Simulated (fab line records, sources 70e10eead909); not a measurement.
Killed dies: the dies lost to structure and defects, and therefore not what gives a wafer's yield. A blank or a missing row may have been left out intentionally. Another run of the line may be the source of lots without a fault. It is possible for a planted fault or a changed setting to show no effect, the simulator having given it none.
fab line records	flow nandHarc	part 1 of 2: steps 1 to 32 of 47
record: lots: 5	wafers: 15	lastDay: 34
route steps=1302 shown P_GATE@178 P_CONTACT@217
lots untouched by any fault: they come from a run of this same line in which no faults occurred
startH: start of the lot's first displayed wafer, in hours after the record's first day	waitH: hours elapsed since this lot's preceding step	" as in the row above	L1.1+2: several wafers, shown together as one row	- no value present, or no start provided	* or withheld: withheld	< > ~ a bound
route shown NAME@n: NAME is a module with steps in the file, n the number in the route of the first one	usual: mean and standard deviation over wafers with no fault	same: alike in all rows	chamber/n: place in a boat	sites: each site's reading	_std_site: the values' standard deviation	_edge_site: inner sites' mean taken away from outer sites' mean	radiusMm: for every site, how far away it sits from the centre of the wafer	mask NAME#n: copy n	behind: tool/chamber where the wafer was last shaped	hold: the reason the lot was held/the length of the hold in hours/how it ended	device: whichever transistor did not switch (one of n, p or np)	end of line: the route-end tests of the same wafers	for a step that has no rows: nothing shown but its recipe	killed: dies that structure and defects cost at the first sort, which is not the same as the wafer's yield	map: a wafer's dies, marking killed ones x, the rest . and places with no die _
set.NAME: the setting as run; set.NAME@STEP: as run at that earlier step	model.NAME: the simulator's own value behind a step, which no gauge read
lots seen at some steps along the route; tables by step, rows by wafer
services: the hour from which a tool's chamber was out of use, counted from the record's first day as startH (under 0 if before that day), plus the number of hours and why
== steps ==
step: NHARC_P_GATE_HMDS_52
recipe: timeS: 30
lot.wafer	tool	chamber	startH	waitH
L075.1+2+4	lithoTrack-07	0	-	-
L078.1+3+6	lithoTrack-07	0	-	-
L086.2+3+6	lithoTrack-02	0	-	-
L096.2+3+5	lithoTrack-05	0	-	-
L097.3+4+6	lithoTrack-02	0	-	-
step: NHARC_P_GATE_COAT_53
recipe: spinRpm: 3000
lot.wafer	tool	chamber	startH	waitH
L075.1+2+4	lithoTrack-07	0	-	-
L078.1+3+6	lithoTrack-07	0	-	-
L086.2+3+6	lithoTrack-02	0	-	-
L096.2+3+5	lithoTrack-05	0	-	-
L097.3+4+6	lithoTrack-02	0	-	-
step: NHARC_P_GATE_SOFTBAKE_54
recipe: tempC: 122	timeS: 95
lot.wafer	tool	chamber	startH	waitH
L075.1+2+4	lithoTrack-07	0	-	-
L078.1+3+6	lithoTrack-07	0	-	-
L086.2+3+6	lithoTrack-02	0	-	-
L096.2+3+5	lithoTrack-05	0	-	-
L097.3+4+6	lithoTrack-02	0	-	-
step: NHARC_P_GATE_EBR_55
lot.wafer	tool	chamber	startH	waitH
L075.1+2+4	lithoTrack-07	0	-	-
L078.1+3+6	lithoTrack-07	0	-	-
L086.2+3+6	lithoTrack-02	0	-	-
L096.2+3+5	lithoTrack-05	0	-	-
L097.3+4+6	lithoTrack-02	0	-	-
step: NHARC_P_GATE_EXPOSE_56
recipe: na: 0.6	targetCdNm: 720	doseMj: 14.81	maskId: P_PSD
usual: focusOffsetNm: 0.2/0.55
lot.wafer	tool	chamber	startH	waitH	mask	focusOffsetNm
L075.1	krfScanner-04	0	121.82	-	P_PSD#0	1.3
L075.2	"	0	"	"	P_PSD#0	0.1
L075.4	"	0	"	"	P_PSD#0	1.7
L078.1	krfScanner-04	0	155.29	-	P_PSD#0	-0.1
L078.3	"	0	"	"	P_PSD#0	0.0
L078.6	"	0	"	"	P_PSD#0	-0.6
L086.2	krfScanner-01	0	238.88	-	P_PSD#0	0.3
L086.3	"	0	"	"	P_PSD#0	-0.5
L086.6	"	0	"	"	P_PSD#0	-0.3
L096.2	krfScanner-01	0	332.96	-	P_PSD#0	1.2
L096.3	"	0	"	"	P_PSD#0	0.0
L096.5	"	0	"	"	P_PSD#0	0.7
L097.3	krfScanner-01	0	348.12	-	P_PSD#0	0.3
L097.4	"	0	"	"	P_PSD#0	0.1
L097.6	"	0	"	"	P_PSD#0	0.2
step: NHARC_P_GATE_PEB_57
recipe: pebTempC: 118	pebTimeS: 85
lot.wafer	tool	chamber	startH	waitH
L075.1+2+4	lithoTrack-02	0	121.89	0.1
L078.1+3+6	lithoTrack-07	0	155.36	0.1
L086.2+3+6	lithoTrack-05	0	238.94	0.1
L096.2+3+5	lithoTrack-05	0	333.02	0.1
L097.3+4+6	lithoTrack-05	0	348.18	0.1
step: NHARC_P_GATE_DEVELOP_58
recipe: timeS: 70
lot.wafer	tool	chamber	startH	waitH
L075.1+2+4	lithoTrack-02	0	-	-
L078.1+3+6	lithoTrack-07	0	-	-
L086.2+3+6	lithoTrack-05	0	-	-
L096.2+3+5	lithoTrack-05	0	-	-
L097.3+4+6	lithoTrack-05	0	-	-
step: NHARC_P_GATE_CD_MEAS_59
recipe: targetCdNm: 720	landingEnergyEv: 500
usual: cdNm: 719.5/1.8
lot.wafer	tool	chamber	startH	waitH	cdNm
L075.1	cdSem-02	0	121.98	-	719.2
L075.2	"	0	"	"	721.3
L075.4	"	0	"	"	717.7
L078.1	cdSem-03	0	155.45	-	716.7
L078.3	"	0	"	"	718.9
L078.6	"	0	"	"	716.8
L086.2	cdSem-02	0	239.03	-	719.3
L086.3	"	0	"	"	718.6
L086.6	"	0	"	"	721.7
L096.2	cdSem-02	0	333.11	-	720.0
L096.3	"	0	"	"	720.0
L096.5	"	0	"	"	719.4
L097.3	cdSem-02	0	348.27	-	721.6
L097.4	"	0	"	"	720.6
L097.6	"	0	"	"	718.5
step: NHARC_P_GATE_HARDBAKE_60
recipe: tempC: 125	timeS: 80
lot.wafer	tool	chamber	startH	waitH
L075.1+2+4	lithoTrack-07	0	122.06	-
L078.1+3+6	lithoTrack-05	0	155.53	-
L086.2+3+6	lithoTrack-02	0	239.11	-
L096.2+3+5	lithoTrack-02	0	333.19	-
L097.3+4+6	lithoTrack-02	0	348.35	-
step: NHARC_P_GATE_DESCUM_61
recipe: timeS: 3	o2FlowSccm: 200	arFlowSccm: 0	biasPowerW: 0	chemistry: O2
usual: drypumpMotorCurrentA: 6.0/0.31	o2FlowSccm: 200.0/0.58	oesProductAu: 0.996/0.0099	rfVppV: 57.8/1	showerheadPlenumPTorr: 1.92/0.091	throttleValvePct: 11.310/0.0089
lot.wafer	tool	chamber	startH	waitH	drypumpMotorCurrentA	o2FlowSccm	oesProductAu	rfHoursCounterH	rfVppV	showerheadPlenumPTorr	throttleValvePct
L075.4	rieDiel-12	0	122.14	-	6.0	200.4	1.013	1.7	55.8	1.81	11.305
L075.2	"	1	"	"	6.2	200.3	0.987	1.4	56.3	1.82	11.320
L075.1	"	3	"	"	5.7	200.8	0.998	1.7	57.6	1.78	11.318
L078.3	rieDiel-12	2	155.63	-	5.6	199.6	0.978	2.9	58.6	1.93	11.326
L078.1	"	3	"	"	5.8	199.6	1.003	3.1	57.5	1.78	11.308
L078.6	"	0	"	"	6.0	199.6	1.010	-	56.3	1.81	11.307
L086.2	rieDiel-10	1	239.21	-	6.1	200.3	0.994	8.8	57.7	1.80	11.303
L086.3	"	2	"	"	6.0	199.5	1.011	8.7	59.4	2.00	11.310
L086.6	"	0	"	"	6.2	199.6	1.006	-	57.4	1.94	11.315
L096.3	rieDiel-10	2	333.28	-	6.0	200.8	1.005	7.8	57.3	2.00	11.303
L096.2	"	0	"	"	6.2	200.5	0.990	6.5	57.7	1.94	11.317
L096.5	"	2	"	"	6.0	201.6	1.003	-	58.4	2.00	11.308
L097.3	rieDiel-04	3	348.43	-	6.5	199.7	1.004	5.6	59.5	2.05	11.309
L097.4	"	2	"	"	5.7	200.7	0.982	5.5	58.4	1.97	11.300
L097.6	"	3	"	"	6.5	199.5	0.999	-	59.8	2.05	11.306
step: NHARC_P_GATE_IMPLANT_62
recipe: energyKev: 20	doseCm2: 3e+15	tiltDeg: 7
usual: faradayCurrentUA: 12147/1000
lot.wafer	tool	chamber	startH	waitH	faradayCurrentUA
L075.1	implanter-02	0	122.28	0.1	13148
L075.2	"	0	"	"	12820
L075.4	"	0	"	"	13535
L078.1	implanter-01	0	155.77	0.1	11089
L078.3	"	0	"	"	10712
L078.6	"	0	"	"	11147
L086.2	implanter-02	0	239.37	0.1	12799
L086.3	"	0	"	"	13199
L086.6	"	0	"	"	13064
L096.2	implanter-02	0	333.48	0.2	12996
L096.3	"	0	"	"	13249
L096.5	"	0	"	"	12568
L097.3	implanter-01	0	348.63	0.2	10957
L097.4	"	0	"	"	11156
L097.6	"	0	"	"	11514
step: NHARC_P_GATE_STRIP_112
recipe: powerW: 1500	tempC: 110	timeS: 200	chemistry: N2/H2
usual: drypumpMotorCurrentA: 5.8/0.49	heaterPowerW: 84/3.2
lot.wafer	tool	chamber	startH	waitH	drypumpMotorCurrentA	heaterPowerW	rfHoursCounterH
L075.2	plasmaAsher-01	1	122.51	0.2	6.3	92	26
L075.1	"	0	"	"	5.7	85	26
L075.4	"	0	"	"	5.7	85	-
L078.1	plasmaAsher-01	0	156.03	0.2	5.7	85	34
L078.3	"	0	"	"	5.7	87	-
L078.6	"	1	"	"	6.3	89	-
L086.2	plasmaAsher-01	1	239.60	0.2	6.3	85	12
L086.3	"	0	"	"	5.7	82	-
L086.6	"	0	"	"	5.7	83	-
L096.2	plasmaAsher-01	0	333.67	0.2	5.7	81	30
L096.3	"	0	"	"	5.7	84	-
L096.5	"	0	"	"	5.7	84	-
L097.4	plasmaAsher-02	1	348.88	0.2	5.2	78	-
L097.3	"	0	"	"	5.0	83	-
L097.6	"	0	"	"	5.0	84	-
step: NHARC_P_GATE_STRIP_76
recipe: powerW: 1500	tempC: 250	chemistry: O2
usual: drypumpMotorCurrentA: 5.8/0.49	heaterPowerW: 316/12
lot.wafer	tool	chamber	startH	waitH	drypumpMotorCurrentA	heaterPowerW	rfHoursCounterH
L075.2	plasmaAsher-01	1	122.77	0.2	6.3	335	26
L075.1	"	0	"	"	5.7	319	26
L075.4	"	0	"	"	5.7	324	-
L078.1	plasmaAsher-01	0	156.26	0.2	5.7	317	34
L078.3	"	0	"	"	5.7	319	-
L078.6	"	1	"	"	6.4	341	-
L086.2	plasmaAsher-01	1	239.83	0.2	6.4	314	12
L086.3	"	0	"	"	5.7	315	-
L086.6	"	0	"	"	5.7	314	-
L096.2	plasmaAsher-01	0	333.93	0.2	5.7	311	30
L096.3	"	0	"	"	5.7	305	-
L096.5	"	0	"	"	5.7	308	-
L097.4	plasmaAsher-02	1	349.07	0.2	5.2	295	-
L097.3	"	0	"	"	5.0	311	-
L097.6	"	0	"	"	5.0	326	-
step: NHARC_P_GATE_STRIP_63
recipe: timeS: 900	tempC: 130	chemistry: SPM
lot.wafer	tool	chamber	startH	waitH
L075.1+4+2	wetBench-01	3,5,6	122.93	0.1
L078.6+1+3	wetBench-02	7,0,4	156.39	0.1
L086.2+6+3	wetBench-05	6,7,1	239.97	0.1
L096.2+5+3	wetBench-05	7,1,2	334.09	0.1
L097.6+4+3	wetBench-05	1,5,6	349.19	0.1
step: NHARC_P_GATE_DEHYDRATE_83
recipe: tempC: 150	timeS: 120
lot.wafer	tool	chamber	startH	waitH
L075.1+2+4	lithoTrack-05	0	123.27	-
L078.1+3+6	lithoTrack-02	0	156.74	-
L086.2+3+6	lithoTrack-02	0	240.31	-
L096.2+3+5	lithoTrack-07	0	334.42	-
L097.3+4+6	lithoTrack-05	0	349.55	-
step: NHARC_P_GATE_HMDS_84
recipe: timeS: 30
lot.wafer	tool	chamber	startH	waitH
L075.1+2+4	lithoTrack-05	0	-	-
L078.1+3+6	lithoTrack-02	0	-	-
L086.2+3+6	lithoTrack-02	0	-	-
L096.2+3+5	lithoTrack-07	0	-	-
L097.3+4+6	lithoTrack-05	0	-	-
step: NHARC_P_GATE_COAT_85
recipe: spinRpm: 3000
lot.wafer	tool	chamber	startH	waitH
L075.1+2+4	lithoTrack-05	0	-	-
L078.1+3+6	lithoTrack-02	0	-	-
L086.2+3+6	lithoTrack-02	0	-	-
L096.2+3+5	lithoTrack-07	0	-	-
L097.3+4+6	lithoTrack-05	0	-	-
step: NHARC_P_GATE_SOFTBAKE_86
recipe: tempC: 122	timeS: 95
lot.wafer	tool	chamber	startH	waitH
L075.1+2+4	lithoTrack-05	0	-	-
L078.1+3+6	lithoTrack-02	0	-	-
L086.2+3+6	lithoTrack-02	0	-	-
L096.2+3+5	lithoTrack-07	0	-	-
L097.3+4+6	lithoTrack-05	0	-	-
step: NHARC_P_GATE_EBR_87
lot.wafer	tool	chamber	startH	waitH
L075.1+2+4	lithoTrack-05	0	-	-
L078.1+3+6	lithoTrack-02	0	-	-
L086.2+3+6	lithoTrack-02	0	-	-
L096.2+3+5	lithoTrack-07	0	-	-
L097.3+4+6	lithoTrack-05	0	-	-
step: NHARC_P_GATE_EXPOSE_88
recipe: na: 0.6	targetCdNm: 2000	doseMj: 11.87	maskId: P_HVN
usual: focusOffsetNm: 0.0/0.6
lot.wafer	tool	chamber	startH	waitH	mask	focusOffsetNm
L075.1	krfScanner-03	0	123.53	-	P_HVN#0	-0.7
L075.2	"	0	"	"	P_HVN#0	-0.3
L075.4	"	0	"	"	P_HVN#0	-0.2
L078.1	krfScanner-01	0	157.01	-	P_HVN#0	-0.2
L078.3	"	0	"	"	P_HVN#0	-0.8
L078.6	"	0	"	"	P_HVN#0	-0.2
L086.2	krfScanner-03	0	240.59	-	P_HVN#0	0.7
L086.3	"	0	"	"	P_HVN#0	-1.0
L086.6	"	0	"	"	P_HVN#0	-0.6
L096.2	krfScanner-03	0	334.70	-	P_HVN#0	-0.1
L096.3	"	0	"	"	P_HVN#0	0.6
L096.5	"	0	"	"	P_HVN#0	0.1
L097.3	krfScanner-01	0	349.82	-	P_HVN#0	0.3
L097.4	"	0	"	"	P_HVN#0	0.3
L097.6	"	0	"	"	P_HVN#0	-1.0
step: NHARC_P_GATE_PEB_89
recipe: pebTempC: 118	pebTimeS: 85
lot.wafer	tool	chamber	startH	waitH
L075.1+2+4	lithoTrack-05	0	123.60	0.1
L078.1+3+6	lithoTrack-05	0	157.08	0.1
L086.2+3+6	lithoTrack-07	0	240.65	0.1
L096.2+3+5	lithoTrack-05	0	334.76	0.1
L097.3+4+6	lithoTrack-07	0	349.88	0.1
step: NHARC_P_GATE_DEVELOP_90
recipe: timeS: 70
lot.wafer	tool	chamber	startH	waitH
L075.1+2+4	lithoTrack-05	0	-	-
L078.1+3+6	lithoTrack-05	0	-	-
L086.2+3+6	lithoTrack-07	0	-	-
L096.2+3+5	lithoTrack-05	0	-	-
L097.3+4+6	lithoTrack-07	0	-	-
step: NHARC_P_GATE_CD_MEAS_91
recipe: targetCdNm: 2000	landingEnergyEv: 500
usual: cdNm: 1999.5/2
lot.wafer	tool	chamber	startH	waitH	cdNm
L075.1	cdSem-02	0	123.69	-	1999.3
L075.2	"	0	"	"	1999.1
L075.4	"	0	"	"	1997.2
L078.1	cdSem-03	0	157.17	-	1998.9
L078.3	"	0	"	"	2000.5
L078.6	"	0	"	"	1998.3
L086.2	cdSem-02	0	240.74	-	1998.5
L086.3	"	0	"	"	2002.3
L086.6	"	0	"	"	2000.1
L096.2	cdSem-01	0	334.85	-	1997.9
L096.3	"	0	"	"	1999.8
L096.5	"	0	"	"	1995.7
L097.3	cdSem-01	0	349.98	-	2001.2
L097.4	"	0	"	"	1999.9
L097.6	"	0	"	"	2001.8
step: NHARC_P_GATE_HARDBAKE_92
recipe: tempC: 125	timeS: 80
lot.wafer	tool	chamber	startH	waitH
L075.1+2+4	lithoTrack-07	0	123.77	-
L078.1+3+6	lithoTrack-05	0	157.25	-
L086.2+3+6	lithoTrack-02	0	240.82	-
L096.2+3+5	lithoTrack-02	0	334.93	-
L097.3+4+6	lithoTrack-05	0	350.06	-
step: NHARC_P_GATE_DESCUM_93
recipe: timeS: 3	o2FlowSccm: 200	arFlowSccm: 0	biasPowerW: 0	chemistry: O2
usual: drypumpMotorCurrentA: 5.9/0.31	o2FlowSccm: 200.0/0.57	oesProductAu: 0.995/0.011	rfVppV: 57.8/0.94	showerheadPlenumPTorr: 1.91/0.095	throttleValvePct: 11.310/0.01
lot.wafer	tool	chamber	startH	waitH	drypumpMotorCurrentA	o2FlowSccm	oesProductAu	rfHoursCounterH	rfVppV	showerheadPlenumPTorr	throttleValvePct
L075.4	rieDiel-10	2	123.85	-	6.0	200.5	0.997	1.2	59.1	2.00	11.320
L075.2	"	3	"	"	6.1	200.5	0.996	1.2	57.1	1.94	11.304
L075.1	"	0	"	"	6.2	200.0	0.999	1.6	57.7	1.94	11.312
L078.3	rieDiel-12	0	157.34	-	6.0	199.6	1.014	3.9	55.5	1.81	11.302
L078.1	"	2	"	"	5.6	200.6	0.985	2.9	57.2	1.93	11.320
L078.6	"	0	"	"	6.0	199.5	1.016	-	56.6	1.81	11.300
L086.2	rieDiel-04	2	240.91	-	5.6	199.4	0.989	1.4	58.1	1.97	11.315
L086.3	"	3	"	"	6.5	199.5	0.994	1.5	57.4	2.06	11.304
L086.6	"	1	"	"	5.4	199.5	1.010	-	58.0	2.05	11.291
L096.2	rieDiel-12	3	335.01	-	5.8	201.4	0.997	2.8	56.5	1.78	11.305
L096.3	"	1	"	"	6.2	200.6	0.990	2.9	57.2	1.81	11.314
L096.5	"	0	"	"	6.0	199.9	0.999	-	56.6	1.81	11.290
L097.3	rieDiel-12	3	350.15	-	5.8	199.5	0.995	3.6	57.0	1.78	11.331
L097.4	"	0	"	"	6.0	200.3	1.006	3.8	57.5	1.81	11.303
L097.6	"	2	"	"	5.6	199.9	0.982	-	57.8	1.93	11.312
step: NHARC_P_GATE_IMPLANT_94
recipe: energyKev: 60	doseCm2: 2e+15	tiltDeg: 7
usual: faradayCurrentUA: 12027/1100
lot.wafer	tool	chamber	startH	waitH	faradayCurrentUA
L075.1	implanter-02	0	124.00	0.1	13167
L075.2	"	0	"	"	13125
L075.4	"	0	"	"	12848
L078.1	implanter-01	0	157.47	0.1	10568
L078.3	"	0	"	"	11070
L078.6	"	0	"	"	11239
L086.2	implanter-01	0	241.08	0.2	11002
L086.3	"	0	"	"	11347
L086.6	"	0	"	"	10856
L096.2	implanter-02	0	335.18	0.2	13153
L096.3	"	0	"	"	13112
L096.5	"	0	"	"	13355
L097.3	implanter-02	0	350.34	0.2	12749
L097.4	"	0	"	"	13320
L097.6	"	0	"	"	12899
step: NHARC_P_GATE_STRIP_113
recipe: powerW: 1500	tempC: 110	timeS: 740	chemistry: N2/H2
usual: drypumpMotorCurrentA: 5.5/0.51	heaterPowerW: 83/3.6
lot.wafer	tool	chamber	startH	waitH	drypumpMotorCurrentA	heaterPowerW	rfHoursCounterH
L075.1	plasmaAsher-01	0	124.22	0.2	5.7	85	26
L075.2	"	1	"	"	6.3	91	26
L075.4	"	0	"	"	5.7	87	-
L078.1	plasmaAsher-02	1	157.87	0.4	5.2	78	14
L078.3	"	0	"	"	5.0	83	-
L078.6	"	1	"	"	5.2	79	-
L086.2	plasmaAsher-01	1	241.27	0.2	6.3	87	13
L086.3	"	1	"	"	6.4	86	-
L086.6	"	1	"	"	6.4	84	-
L096.2	plasmaAsher-02	1	335.49	0.3	5.2	80	17
L096.3	"	0	"	"	5.0	83	-
L096.5	"	0	"	"	5.0	86	-
L097.3	plasmaAsher-02	0	350.73	0.4	5.0	84	-
L097.4	"	1	"	"	5.2	79	-
L097.6	"	1	"	"	5.2	78	-
step: NHARC_P_GATE_STRIP_95
recipe: powerW: 1500	tempC: 250	chemistry: O2
usual: drypumpMotorCurrentA: 5.5/0.51	heaterPowerW: 311/13
lot.wafer	tool	chamber	startH	waitH	drypumpMotorCurrentA	heaterPowerW	rfHoursCounterH
L075.1	plasmaAsher-01	0	124.95	0.6	5.7	327	27
L075.2	"	1	"	"	6.3	345	27
L075.4	"	0	"	"	5.7	318	-
L078.1	plasmaAsher-02	1	158.58	0.6	5.2	298	15
L078.3	"	0	"	"	5.0	300	-
L078.6	"	1	"	"	5.2	298	-
L086.2	plasmaAsher-01	1	241.99	0.6	6.3	316	13
L086.3	"	1	"	"	6.3	319	-
L086.6	"	1	"	"	6.3	318	-
L096.2	plasmaAsher-02	1	336.09	0.5	5.2	301	18
L096.3	"	0	"	"	5.0	317	-
L096.5	"	0	"	"	5.0	313	-
L097.3	plasmaAsher-02	0	351.23	0.4	4.9	307	-
L097.4	"	1	"	"	5.2	302	-
L097.6	"	1	"	"	5.2	295	-
step: NHARC_P_GATE_STRIP_96
recipe: timeS: 900	tempC: 130	chemistry: SPM
lot.wafer	tool	chamber	startH	waitH
L075.2+1+4	wetBench-01	7,0,3	125.17	0.2
L078.6+1+3	wetBench-05	2,3,4	158.80	0.2
L086.3+6+2	wetBench-05	4,6,0	242.21	0.2
L096.3+2+5	wetBench-05	7,1,2	336.31	0.2
L097.4+6+3	wetBench-01	7,2,3	351.43	0.2
step: NHARC_P_GATE_RTA_64
recipe: tempC: 1050	timeS: 1
usual: lampPowerPct: 35.4/2.3	wafer_temp_C_max: 1053.4/0.77
lot.wafer	tool	chamber	startH	waitH	lampPowerPct	wafer_temp_C_max
L075.1	rtpAnneal-02	0	125.52	-	37.4	1053.5
L075.2	"	0	"	"	37.4	1053.3
L075.4	"	0	"	"	37.5	1053.6
L078.1	rtpAnneal-01	0	159.31	-	32.9	1052.7
L078.3	"	0	"	"	32.9	1052.9
L078.6	"	0	"	"	32.9	1051.8
L086.2	rtpAnneal-02	0	242.58	-	37.5	1053.2
L086.3	"	0	"	"	37.5	1053.5
L086.6	"	0	"	"	37.5	1053.7
L096.2	rtpAnneal-01	0	336.67	-	32.9	1052.8
L096.3	"	0	"	"	32.9	1052.7
L096.5	"	0	"	"	32.9	1052.7
L097.3	rtpAnneal-02	0	351.82	-	37.5	1053.9
L097.4	"	0	"	"	37.5	1053.1
L097.6	"	0	"	"	37.5	1055.0
step: NHARC_P_GATE_ETCH_77
recipe: targetDepthA: 60	chemistry: dHF	material: SiO2
lot.wafer	tool	chamber	startH	waitH
L075.2+4+1	wetBench-02	5,6,2	125.71	0.1
L078.6+1+3	wetBench-05	7,1,2	159.52	0.0
L086.3+6+2	wetBench-01	2,4,6	242.75	0.1
L096.3+2+5	wetBench-02	7,0,1	336.85	0.1
L097.3+6+4	wetBench-02	7,0,1	351.98	0.1
step: NHARC_P_GATE_DEGAS_109
recipe: tempC: 300	timeS: 60
usual: heaterPowerW: 473/52
lot.wafer	tool	chamber	startH	waitH	heaterPowerW
L075.2	pvdSputter-01	-	125.82	0.1	404
L075.4	"	-	"	"	459
L075.1	"	-	"	"	511
L078.1	pvdSputter-02	-	159.63	0.1	425
L078.3	"	-	"	"	479
L078.6	"	-	"	"	534
L086.3	pvdSputter-02	-	242.86	0.1	540
L086.2	"	-	"	"	420
L086.6	"	-	"	"	526
L096.2	pvdSputter-02	-	336.96	0.1	527
L096.3	"	-	"	"	433
L096.5	"	-	"	"	552
L097.3	pvdSputter-02	-	352.07	0.1	432
L097.4	"	-	"	"	537
L097.6	"	-	"	"	442
